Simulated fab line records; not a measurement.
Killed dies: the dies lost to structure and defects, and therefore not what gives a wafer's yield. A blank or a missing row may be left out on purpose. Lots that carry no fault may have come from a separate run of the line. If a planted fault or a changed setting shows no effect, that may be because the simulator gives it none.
Matching of chambers    flow nand harc    NHARC_A_STAIRCASE_DEP_471 on pecvd-03: 3 sister chambers
The step deposits SiO2, target thk 100 nm. 14 wafers are shown with their chamber, then 7 later ones without.

WAFERS PAIRED WITH THEIR CHAMBERS
wafer   chamber  heater power w (W)  throttle valve pct (%)  susceptor temp C (C)
L074.1  0        468                 15.6                    399.79
L074.4  2        596                 15.8                    400.05
L074.6  1        552                 15.7                    400.28
L076.1  1        543                 15.6                    400.06
L076.2  2        606                 15.8                    400.33
L076.5  2        618                 15.7                    399.96
L084.2  2        592                 15.8                    400.06
L084.3  0        447                 15.7                    399.97
L084.6  2        598                 15.9                    400.35
L088.1  0        502                 16.0                    400.30
L088.5  0        502                 15.7                    400.22
L088.6  2        637                 15.1                    399.58
L092.1  1        434                 15.9                    400.17
L092.3  2        713                 15.2                    399.98

SIGNATURES (averages over the wafers above)
reading             chamber 0  chamber 1  chamber 2  scatter within a chamber
heater power w      479.75     509.67     622.86     44.5
throttle valve pct  15.750     15.733     15.614     0.264
susceptor temp C    400.0700   400.1700   400.0443   0.232
Rule: for a wafer and a chamber, the distance is found by dividing, reading by reading, the gap between the wafer's reading and the chamber's mean by the reading's scatter, squaring, summing and taking the root. The wafer belongs to the nearest chamber; if the next one is less than 2 further off, it can't be placed. The scatter is the square root of a quotient: the sum, over the shown wafers, of each reading's squared deviation from its chamber's mean, divided by wafers minus chambers.

WAFERS MISSING THEIR CHAMBER
wafer   heater power w (W)  throttle valve pct (%)  susceptor temp C (C)
L092.4  435                 15.5                    400.52
L093.1  552                 15.4                    399.82
L093.2  489                 15.8                    400.10
L093.4  513                 15.6                    399.81
L095.3  399                 15.7                    400.44
L095.4  403                 15.6                    400.18
L095.6  678                 15.7                    400.04

CHAMBER TAKEN BY EACH
wafer   from the rows above           in truth
L092.4  can't be placed: 0 or 1       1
L093.1  can't be placed: 2 or 1 or 0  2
L093.2  can't be placed: 0 or 1       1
L093.4  can't be placed: 0 or 1 or 2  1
L095.3  can't be placed: 0 or 1       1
L095.4  can't be placed: 0 or 1       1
L095.6  2                             2
Correctly placed: 1 of 7. Cannot be placed on the basis of these rows: 6; the candidates contain the true chamber in 6. Number placed wrongly: 0.
